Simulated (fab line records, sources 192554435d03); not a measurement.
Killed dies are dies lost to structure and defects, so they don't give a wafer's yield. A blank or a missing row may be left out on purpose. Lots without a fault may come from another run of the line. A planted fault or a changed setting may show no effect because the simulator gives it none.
Problem report in the 8D (eight disciplines) form, filled by code | flow n5_finfet | the parts of the form that need people (team, actions taken, sign-off) are left out

1. THE PROBLEM
killed_at_front_end at N5_PASSIVATION_PROBE_49 reads a mean of 105 on 2 wafers of 2 lots; wafers without a fault read 39 with a standard deviation of 12. That is +5.5 standard deviations from the usual mean.
First seen on wafer L751.1, day 15 10:49, on prober-01. The record holds 7 wafers of 3 lots with a number at this step. Rule for "out", or "out of limits": more than 4 standard deviations from the usual mean. The other wafers with a number count as sound.

2. WHAT IT IS AND WHAT IT IS NOT
question                    | is                   | is not
which readings at this step | killed_at_front_end  | killed_at_M0_to_M3, killed_at_M4_up, killed_at_contacts, killed_at_other, killed_open, killed_short, sort_bin_4_leakage, sort_bin_6_memory
which lots                  | L751, L754           | L745
which wafers of those lots  | L751.1, L754.6       | L751.3, L751.4, L754.4, L754.5
read on which tools         | prober-01, prober-02 | -
when                        | from day 15 10:49    | up to then (1 sound wafer); but 4 sound wafers of L751, L754 came after

3. SUSPECTS, AND WHAT RULES EACH OUT
Counting: a tool at a process step up to the reading stays a suspect if it ran every lot that is out. Sound lots after the first of them don't rule it out here, since some wafers of a struck lot are sound.
- rie_diel-02 at N5_HKMG_FIN_STRIP_90 (strips SOC in N2/H2, time 20 s): kept. It ran every lot that is out, first L751 (day 7 12:57).
- rie_diel-01 at N5_PASSIVATION_STRIP_34 (strips in O2): kept. It ran every lot that is out, first L751 (day 15 06:37).
- Within rie_diel-02 at N5_HKMG_FIN_STRIP_90: the wafers that are out ran in chamber 1; their sound lot-mates ran in chambers 0, 2.
- Within rie_diel-01 at N5_PASSIVATION_STRIP_34: the wafers that are out ran in chambers 1, 3; their sound lot-mates ran in chambers 0, 2.
Left after counting: rie_diel-02 at N5_HKMG_FIN_STRIP_90, rie_diel-01 at N5_PASSIVATION_STRIP_34.

4. THE CAUSE (what the simulator had put in)
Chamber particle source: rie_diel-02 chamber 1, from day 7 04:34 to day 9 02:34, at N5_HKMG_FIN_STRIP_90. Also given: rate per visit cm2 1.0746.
Counting left 2 suspects, and this tool is among them.

5. THE CHAIN OF EFFECTS, in route order
Each row: a reading whose mean over the struck wafers that have a number lies more than 3 standard deviations from the usual. Only readings for which the record gives a usual standard deviation are gone through. hours: the time from each lot's start at the first step in this table that gives one to its start at this step, as a median over the lots. sigmas: the change in usual standard deviations.
hours | step                    | reading              | usual  | on struck wafers | change | sigmas
0     | N5_PASSIVATION_PROBE_49 | defect_limited_yield | 91.5 % | 86.3             | -5.2   | -3.2
0     | N5_PASSIVATION_PROBE_49 | killed_at_front_end  | 39     | 105              | +66    | +5.5
0     | N5_PASSIVATION_PROBE_49 | killed_dies          | 101    | 162              | +60    | +3.2
0     | N5_PASSIVATION_PROBE_49 | killed_on_rim        | 13     | 27               | +14    | +3.5
0     | N5_PASSIVATION_PROBE_49 | sort_bin_5_function  | 5.0 %  | 8.1              | +3.1   | +3.1
0     | N5_PASSIVATION_PROBE_49 | sort_n_pass          | 1079   | 1018             | -60    | -3.2
0     | N5_PASSIVATION_PROBE_49 | sort_yield_pct       | 91.5 % | 86.3             | -5.2   | -3.2
The process steps in it:
- N5_PASSIVATION_PROBE_49

6. WHAT WOULD HAVE CAUGHT IT SOONER
In this record the first reading out of limits was taken at day 15 10:49, 198 hours after the fault began at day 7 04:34.
Of the tool readings at N5_HKMG_FIN_STRIP_90 for which the record gives a usual standard deviation, none was out on any struck wafer, so an alarm limit of 4 standard deviations on them would not have fired.
All the lots that are out (2) had begun N5_HKMG_FIN_STRIP_90 on rie_diel-02 by day 15 10:49. A hold on the tool at that time would have spared none of them.
